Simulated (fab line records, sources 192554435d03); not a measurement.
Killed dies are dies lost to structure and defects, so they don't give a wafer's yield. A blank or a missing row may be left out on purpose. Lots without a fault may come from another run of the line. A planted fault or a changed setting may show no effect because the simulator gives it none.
A struck lot beside a sound one | flow n5_finfet | 40 steps out of a route of 1938
Sound: wafers L543.3, L543.4. Struck: wafers L535.2, L535.4, L535.5. The cause comes at the end.
At each step with rows: each side's tool, then ch and its chambers, then its first start. Under that, the readings that differ: sound wafers | struck wafers | difference of the means | sigmas: that difference in standard deviations of wafers without a fault.
alike: readings whose means differ by less than 2 such deviations, and words and numbers that are the same on both sides. not compared: withheld readings, readings that some wafer has no value for, bounds like >300 that may hide the same value, and numbers for which the record gives no deviation and whose values overlap.
The two part at a step that has a row with sigmas, a row that says differs or no value, or rows on one side only. Numbers that don't overlap but have no deviation are shown without sigmas and don't part them. A reading that every wafer of one side lacks parts them only if that side has two wafers or more.

first, 11 steps without rows for these wafers: N5_STI_FIN_REVEAL_CMP_04 (polishes, stops on Si3N4, t overpolish 4 s, target thk 131.83 nm); N5_STI_FIN_REVEAL_DENSIFY_30; N5_STI_FIN_REVEAL_ETCHBACK_08 (etches SiO2 in C4F6/O2, target depth 30.5 nm, time 10.167 s); N5_STI_FIN_REVEAL_STRIP_24 (strips in N2/H2, time 90 s); N5_STI_FIN_REVEAL_PRECLEAN_25 (cleans in SPM, time 90 s); N5_STI_FIN_REVEAL_PRECLEAN_26 (cleans in SC1, time 45 s); N5_STI_FIN_REVEAL_PRECLEAN_29 (cleans in DHF, time 30 s); N5_STI_FIN_REVEAL_SRD_12 (time 30 s); N5_STI_FIN_REVEAL_RECESS_09 (chemistry HF/NH3, target SiO2, afs cycles 11, target depth 42.5 nm, sublimation time 60 s); N5_STI_FIN_REVEAL_STRIP_16 (strips SiNx in H3PO4, target depth 23.8 nm); N5_STI_FIN_REVEAL_PRECLEAN_17 (cleans in NF3:NH3, afs cycles 1, time 20 s, sublimation time 60 s).
N5_STI_FIN_REVEAL_ETCH_34: etches Si in H2, material Si, target depth 0.97 nm.
  sound on rie_si-03 ch 2,3, day 6 12:57; struck on rie_si-01 ch 1,2, day 4 14:42
  no value came back on the struck wafers for any of 6 readings (bias_w (W), chamber_pressure_mTorr (mTorr) and others); on the sound wafers bias_w (W) reads 0 0
then, 7 steps without rows for these wafers: N5_STI_FIN_REVEAL_OXIDATION_31 (chemistry O2 PLASMA REMOTE, time 20 s); N5_STI_FIN_REVEAL_PRECLEAN_32 (cleans in NF3:NH3, afs cycles 1, time 20 s, sublimation time 60 s); N5_STI_FIN_REVEAL_STRIP_35 (strips Si3N4 in H3PO4, target depth 4 nm, time 39 s); N5_STI_FIN_REVEAL_SRD_21 (time 30 s); N5_STI_FIN_REVEAL_OXIDATION_33 (chemistry O2 PLASMA REMOTE, time 20 s); N5_STI_FIN_REVEAL_CLEAN_19 (cleans in O3/DIW, time 120 s); N5_STI_FIN_REVEAL_SRD_23 (time 30 s).
N5_STI_FIN_REVEAL_CD_MEAS_22: target cd 6.238 nm, pitch 28 nm.
  sound on cd_sem-01, day 6 13:35; struck on cd_sem-02, day 4 15:17
  reading    | sound     | struck         | difference | sigmas
  cd_nm (nm) | 6.47 6.47 | 8.16 8.30 8.19 | +1.75      | +6
then, 18 steps without rows for these wafers: N5_STI_FIN_REVEAL_PRECLEAN_18 (cleans in SC2, time 45 s); N5_STI_FIN_REVEAL_SRD_28 (time 30 s); N5_DUMMY_GATE_PRECLEAN_00 (cleans in O3/DIW, time 60 s); N5_DUMMY_GATE_SRD_01 (time 30 s); N5_DUMMY_GATE_ALD_02 (deposits SiO2, target thk 2 nm, pulse time 1 s); N5_DUMMY_GATE_CVD_03 (deposits a-Si from SiH4, target thk 150 nm, time 8042 s); N5_DUMMY_GATE_PRECLEAN_46 (cleans in DIW, time 89.5 s); N5_DUMMY_GATE_SRD_47 (dry time 32 s); N5_DUMMY_GATE_CMP_04 (polishes a-Si); N5_DUMMY_GATE_HM_DEP_06 (deposits SiNx from DCS/NH3, target thk 80 nm, time 5141 s); N5_DUMMY_GATE_PECVD_30 (deposits SiO2 from TEOS/O2, target thk 55 nm, time 10.8 s); N5_DUMMY_GATE_COAT_34 (time 60 s, resist thk 60 nm); N5_DUMMY_GATE_COAT_35 (time 60 s, resist thk 10 nm); N5_DUMMY_GATE_COAT_28 (time 60 s, resist thk 10 nm); N5_DUMMY_GATE_COAT_09 (resist thk 30 nm); N5_DUMMY_GATE_EBR_11; N5_DUMMY_GATE_SOFTBAKE_10 (time 60 s); N5_DUMMY_GATE_EXPOSE_12 (exposes mask GATE, target cd 25 nm).
-- the record jumps here: 9 days lie between the struck wafers' starts before and after (it left off in module DUMMY_GATE and takes up again in module BEOL_M4, whose first step shown is number 1111 of the route) --
N5_BEOL_M4_RC_MEAS_101:
  sound on prober-02 ch 0, day 15 22:24; struck on prober-02 ch 0, day 13 19:08
  reading             | sound            | struck                     | difference | sigmas
  DIBL_N (mV/V)       | 40.2 37.7        | 46.5 52.6 48.2             | +10.1      | +5
  DIBL_P (mV/V)       | 41.9 39.5        | 52.0 57.7 51.2             | +12.9      | +6
  IOFF_N (nA/um)      | 0.23 0.18        | 0.72 1.27 0.80             | +0.73      | +19
  IOFF_N_85C (nA/um)  | 4.2 3.5          | 11.0 17.9 12.0             | +9.8       | +16
  IOFF_N_LIN (nA/um)  | 0.095 0.081      | 0.339 0.527 0.351          | +0.318     | +23
  IOFF_N_LONG (nA/um) | 4.99e-05 5.1e-05 | 8.31e-05 8.36e-05 8.44e-05 | +3.33e-05  | +12
  IOFF_P (nA/um)      | 0.27 0.22        | 0.70 1.04 0.65             | +0.55      | +13
  IOFF_P_85C (nA/um)  | 4.5 3.7          | 10.1 14.0 9.4              | +7.1       | +12
  IOFF_P_LIN (nA/um)  | 0.114 0.099      | 0.325 0.417 0.298          | +0.240     | +17
  IOFF_P_LONG (nA/um) | 9.3e-05 9.7e-05  | 0.000131 0.000119 0.000127 | +0.000031  | +3
  ION_N (uA/um)       | 682 686          | 766 790 760                | +88        | +7
  ION_P (uA/um)       | 461 462          | 510 510 500                | +45        | +6
  REXT_N (ohm.um)     | 76.9 76.8        | 68.8 68.1 67.7             | -8.6       | -5
  REXT_P (ohm.um)     | 100.9 103.6      | 88.0 89.5 89.2             | -13.3      | -7
  SS_N (mV/dec)       | 72.8 71.9        | 74.8 75.7 73.9             | +2.5       | +4
  SS_P (mV/dec)       | 74.6 73.5        | 77.6 79.7 78.0             | +4.4       | +6
  VT_N (mV)           | 246 245          | 227 219 225                | -22        | -7
  VT_N_LONG (mV)      | 277.8 281.0      | 260.0 258.9 258.9          | -20.1      | -10
  VT_N_LVT (mV)       | 97 99            | 77 70 76                   | -24        | -7
  VT_P (mV)           | -249 -251        | -235 -230 -237             | +16        | +5
  VT_P_LONG (mV)      | -281.0 -275.0    | -266.9 -266.7 -268.5       | +10.6      | +4
  VT_P_LVT (mV)       | -98.4 -99.8      | -88.1 -84.4 -90.5          | +11.4      | +4
-- the record jumps here: 4 days lie between the struck wafers' starts before and after (it left off in module BEOL_M4 and takes up again in module PASSIVATION, whose first step shown is number 1936 of the route) --
N5_PASSIVATION_PROBE_49:
  the record has rows for the struck wafers here (prober-02, day 18 05:06) and none for the sound ones

WHERE THEY PART
First at N5_STI_FIN_REVEAL_ETCH_34; last, within this record, at N5_PASSIVATION_PROBE_49.

WHY: what the simulator had put in
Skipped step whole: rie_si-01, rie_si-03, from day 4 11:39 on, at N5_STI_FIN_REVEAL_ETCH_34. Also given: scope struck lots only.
